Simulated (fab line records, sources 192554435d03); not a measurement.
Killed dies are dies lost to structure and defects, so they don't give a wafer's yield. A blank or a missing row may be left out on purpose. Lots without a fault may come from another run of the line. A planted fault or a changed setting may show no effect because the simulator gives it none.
A struck lot beside a sound one | flow n5_finfet | 41 steps out of a route of 1938
Sound: wafers L262.2, L262.3, L262.5. Struck: wafer L256.2. The cause comes at the end.
At each step with rows: each side's tool, then ch and its chambers, then its first start. Under that, the readings that differ: sound wafers | struck wafers | difference of the means | sigmas: that difference in standard deviations of wafers without a fault.
alike: readings whose means differ by less than 2 such deviations, and words and numbers that are the same on both sides. not compared: withheld readings, readings that some wafer has no value for, bounds like >300 that may hide the same value, and numbers for which the record gives no deviation and whose values overlap.
The two part at a step that has a row with sigmas, a row that says differs or no value, or rows on one side only. Numbers that don't overlap but have no deviation are shown without sigmas and don't part them. A reading that every wafer of one side lacks parts them only if that side has two wafers or more.

first, 9 steps without rows for these wafers: N5_BEOL_M4_ANNEAL_95 (time 240 s); N5_BEOL_M4_SPUTTER_96 (material Cu, target thk 4.5 nm, time 8.29 s); N5_BEOL_M4_ECD_50 (material Cu, target thk 300 nm); N5_BEOL_M4_ANNEAL_51 (time 90 s); N5_BEOL_M4_CMP_52 (polishes, stops on SiOC, t overpolish 6.8 s, target thk 40 nm); N5_BEOL_M4_PRE_CLEAN_60 (time 15 s); N5_BEOL_M4_CO_CAP_55 (material Co, precursor CCTBA/H2, target thk 2 nm, time 102.1 s); N5_BEOL_M4_PRE_CLEAN_56 (time 15 s); N5_BEOL_M4_DEP_57 (deposits SiCN from 3MS/NH3, target thk 8 nm, time 14 s).
N5_BEOL_M4_RC_MEAS_101:
  sound on prober-01 ch 0, day 14 08:38; struck on prober-01 ch 0, day 12 23:23
  alike: DIBL_N, DIBL_P, IOFF_N, IOFF_P, ION_N, ION_P, SS_N, SS_P, VT_N, VT_P
then, 24 steps without rows for these wafers: N5_BEOL_M5_ILD_DEP_00 (deposits SiCOH lowk from DEMS/porogen, target thk 140.64 nm, time 25.9 s); N5_BEOL_M5_CURE_79 (cures SiCOH lowk, time 240 s); N5_BEOL_M5_PECVD_70 (deposits SiO2 from TEOS/O2, target thk 16 nm, time 18 s); N5_BEOL_M5_HM_DEP_02 (deposits TiN, target thk 20 nm); N5_BEOL_M5_COAT_59 (time 60 s, resist thk 60 nm); N5_BEOL_M5_COAT_60 (time 60 s, resist thk 12 nm); N5_BEOL_M5_COAT_71 (time 60 s, resist thk 5 nm); N5_BEOL_M5_COAT_05 (resist thk 30 nm); N5_BEOL_M5_EBR_07; N5_BEOL_M5_SOFTBAKE_06 (time 60 s); N5_BEOL_M5_EXPOSE_08 (exposes mask M5, target cd 28 nm); N5_BEOL_M5_PEB_09 (peb time 60 s); N5_BEOL_M5_DEVELOP_10 (develop time 30 s); N5_BEOL_M5_DESCUM_16 (chemistry O2, time 7 s); N5_BEOL_M5_ETCH_72 (etches underlayer in N2/H2, target depth 6.5 nm, time 5.2 s); N5_BEOL_M5_ETCH_61 (etches SiARC in CF4, target depth 15.6 nm, time 26 s); N5_BEOL_M5_ETCH_62 (etches SOC in N2/H2, target depth 75 nm, overetch 15 nm, time 112.5 s); N5_BEOL_M5_STRIP_63 (strips in N2/H2); N5_BEOL_M5_STRIP_73 (strips in N2/H2); N5_BEOL_M5_STRIP_64 (strips in CF4); N5_BEOL_M5_HM_OPEN_17 (chemistry Cl2/BCl3, target TiN, target depth 20 nm, overetch 6 nm); N5_BEOL_M5_STRIP_19 (strips in O2); N5_BEOL_M5_COAT_65 (time 60 s, resist thk 60 nm); N5_BEOL_M5_COAT_66 (time 60 s, resist thk 12 nm).
N5_BEOL_M7_HM_DEP_02: deposits TiN, target thk 20 nm.
  sound on pvd_sputter-02, day 15 07:32; struck on pvd_sputter-01, day 14 00:04
  reading                                    | sound          | struck | difference | sigmas
  model.TiN_of_BEOL_M7_HM_DEP_02.thk_nm (nm) | 20.2 20.4 20.2 | 35.8   | +15.5      |
  alike: susceptor_temp_C, throttle_valve_pct
N5_BEOL_M7_HM_OPEN_17: chemistry Cl2/BCl3, target TiN, target depth 20 nm, overetch 6 nm.
  sound on rie_metal-03 ch 0,1, day 15 08:29; struck on rie_metal-01 ch 1, day 14 01:22
  reading                     | sound             | struck | difference | sigmas
  drypump_motor_current_A (A) | 5.5 5.6 5.4       | 6.2    | +0.7       | +2
  model.etch.depth_nm (nm)    | 20.23 20.34 20.26 | 25.67  | +5.39      |
  alike: oes_product_au, throttle_valve_pct
  not compared: rf_hours_counter_h
N5_BEOL_M7_VIA_ETCH_34: etches SiCOH lowk in C4F6/O2, target depth 125.5 nm, time 50.5 s.
  sound on rie_diel-05 ch 1,3, day 15 10:46; struck on rie_diel-05 ch 1, day 14 03:33
  reading               | sound          | struck | difference | sigmas
  oes_product_au (a.u.) | 0.81 0.84 0.81 | 0.31   | -0.51      | -7
  alike: drypump_motor_current_A, rf_vpp_V, showerhead_plenum_p_Torr, throttle_valve_pct
  not compared: rf_hours_counter_h
N5_BEOL_M7_TRENCH_ETCH_37: etches SiCOH lowk in C4F6/O2, target depth 93.478 nm, time 31.2 s.
  sound on rie_diel-05 ch 1,3; struck on rie_diel-05 ch 1
  reading                                    | sound          | struck | difference | sigmas
  model.TiN_of_BEOL_M7_HM_DEP_02.thk_nm (nm) | 17.6 17.6 17.6 | 33.2   | +15.6      |
  alike: drypump_motor_current_A, oes_product_au, rf_vpp_V, showerhead_plenum_p_Torr, throttle_valve_pct
  not compared: rf_hours_counter_h
N5_BEOL_M7_OCD_MEAS_38:
  sound on ocd-02, day 15 11:02; struck on ocd-01, day 14 03:48
  not compared: trench_depth_nm
N5_BEOL_M7_CD_MEAS_35: target cd 40 nm.
  sound on cd_sem-02, day 15 11:11; struck on cd_sem-01, day 14 03:58
  not compared: cd_nm
-- the record jumps here: 4 days lie between the struck wafers' starts before and after (it left off in module BEOL_M7 and takes up again in module PASSIVATION, whose first step shown is number 1936 of the route) --
N5_PASSIVATION_PROBE_49:
  the record has rows for the struck wafers here (prober-02, day 18 04:19) and none for the sound ones

WHERE THEY PART
First at N5_BEOL_M7_HM_OPEN_17; last, within this record, at N5_PASSIVATION_PROBE_49.

WHY: what the simulator had put in
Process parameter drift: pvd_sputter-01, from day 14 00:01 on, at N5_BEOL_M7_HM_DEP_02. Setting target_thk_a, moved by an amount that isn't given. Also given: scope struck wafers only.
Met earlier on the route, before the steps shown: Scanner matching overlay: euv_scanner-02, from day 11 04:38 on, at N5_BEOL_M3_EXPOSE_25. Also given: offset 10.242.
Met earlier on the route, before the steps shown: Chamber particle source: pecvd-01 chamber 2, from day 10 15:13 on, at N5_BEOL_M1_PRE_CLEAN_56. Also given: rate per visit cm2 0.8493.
